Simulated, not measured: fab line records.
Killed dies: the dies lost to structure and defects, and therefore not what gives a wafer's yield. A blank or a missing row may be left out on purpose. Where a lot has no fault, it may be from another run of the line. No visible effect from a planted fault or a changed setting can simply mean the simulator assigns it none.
Problem report in the 8D (eight disciplines) form, filled by code    flow n5Finfet    the parts of the form that need people (team, actions taken, sign-off) are left out

1. THE PROBLEM
Wafers with no fault read 38 with a standard deviation of 11, whereas killedAtFrontEnd at N5_PASSIVATION_PROBE_49 reads a mean of 185 on 1 wafer of 1 lot. Relative to the usual mean, that is a shift of +13 standard deviations.
First seen on wafer L227.4, day 15 12:15, on prober-02. The record has a number at this step for 27 wafers belonging to 9 lots. The rule behind "out" and "out of limits": a value lying over 4 standard deviations away from the usual mean. Any other wafer with a number is counted as sound.

2. WHAT IT IS, AND WHAT IT ISN'T
question                     is                                                                                              is not
which readings at this step  killedAtFrontEnd, defectLimitedYield, killedDies, sort_bin_5_function, sortNPass, sortYieldPct  killed_at_M0_to_M3, killed_at_M4_up, killedOpen, killedShort
which lots                   L227                                                                                            L217, L218, L219, L220, L237, L238, L239, L240
which wafers of those lots   L227.4                                                                                          L227.1, L227.2
read on which tools          prober-02                                                                                       prober-01
when                         from day 15 12:15                                                                               up to then (14 sound wafers); but 12 sound wafers of L237, L238, L239, L240 came after

3. THE SUSPECTS, EACH WITH WHAT RULES IT OUT
Counting: if a tool at a process step up to the reading ran every lot that is out, it stays a suspect. Sound lots after the first of them don't rule it out here, since some wafers of a struck lot are sound.
- wetBench-03 at N5_SDB_PRECLEAN_39 (cleans in O3/DIW, time 45 s): kept. It ran the lot that is out, L227 (day 6 12:23).
- pvdSputter-03 at N5_PASSIVATION_PRE_CLEAN_19: kept. It processed L227, the lot that is out, at day 15 06:05, and its most recent sound lot before then was L218 at day 12 15:17.
- rieDiel-05 at N5_PASSIVATION_PASS_ETCH_47 (etches SiNx in CF4/O2, target depth 770 nm, time 385 s): kept. It processed L227, the lot that is out, at day 15 08:56, and its most recent sound lot before then was L219 at day 13 06:22.
- prober-02 at N5_PASSIVATION_PROBE_49: kept. It processed L227, the lot that is out, at day 15 12:06, and its most recent sound lot before then was L220 at day 13 14:43. Its own defectLimitedYield, killedAtFrontEnd, killedDies, sort_bin_5_function, sortNPass, sortYieldPct readings are out on those wafers.
- Within rieDiel-05 at N5_PASSIVATION_PASS_ETCH_47: the wafers that are out ran in chamber 3; their sound lot-mates ran in chambers 1, 2.
Left after counting: wetBench-03 at N5_SDB_PRECLEAN_39, pvdSputter-03 at N5_PASSIVATION_PRE_CLEAN_19, rieDiel-05 at N5_PASSIVATION_PASS_ETCH_47, prober-02 at N5_PASSIVATION_PROBE_49.

4. THE CAUSE (what the simulator had put in)
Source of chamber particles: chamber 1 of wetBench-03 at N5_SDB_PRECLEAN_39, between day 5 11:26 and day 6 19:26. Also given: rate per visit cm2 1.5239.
Counting left 4 suspects, and this tool is among them.

5. THE EFFECT CHAIN, in route order
Each row: a reading whose mean over the struck wafers that have a number lies more than 3 standard deviations from the usual. Only readings for which the record gives a usual standard deviation are gone through. hours: the time from each lot's start at the first step in this table that gives one to its start at this step, as a median over the lots. sigmas: the change in usual standard deviations.
hours  step                     reading              usual   on struck wafers  change  sigmas
0      N5_PASSIVATION_PROBE_49  defectLimitedYield   91.3 %  77.6              -13.7   -11
0      N5_PASSIVATION_PROBE_49  killedAtFrontEnd     38      185               +147    +13
0      N5_PASSIVATION_PROBE_49  killedAtOther        4       16                +12     +3.2
0      N5_PASSIVATION_PROBE_49  killedDies           103     264               +161    +11
0      N5_PASSIVATION_PROBE_49  sort_bin_5_function  5.1 %   13.1              +8.0    +9.1
0      N5_PASSIVATION_PROBE_49  sort_bin_6_memory    3.3 %   5.5               +2.2    +3.4
0      N5_PASSIVATION_PROBE_49  sortNPass            1077    916               -161    -11
0      N5_PASSIVATION_PROBE_49  sortYieldPct         91.3 %  77.6              -13.7   -11
The process steps in it:
- N5_PASSIVATION_PROBE_49

6. HOW IT WOULD HAVE BEEN CAUGHT EARLIER
241 hours passed between the start of the fault at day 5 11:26 and the first reading out of limits in this record, taken at day 15 12:15.
Each of the lots that are out, 1 in all, had begun N5_SDB_PRECLEAN_39 on wetBench-03 no later than day 15 12:15. A hold on the tool at that time would have spared none of them.
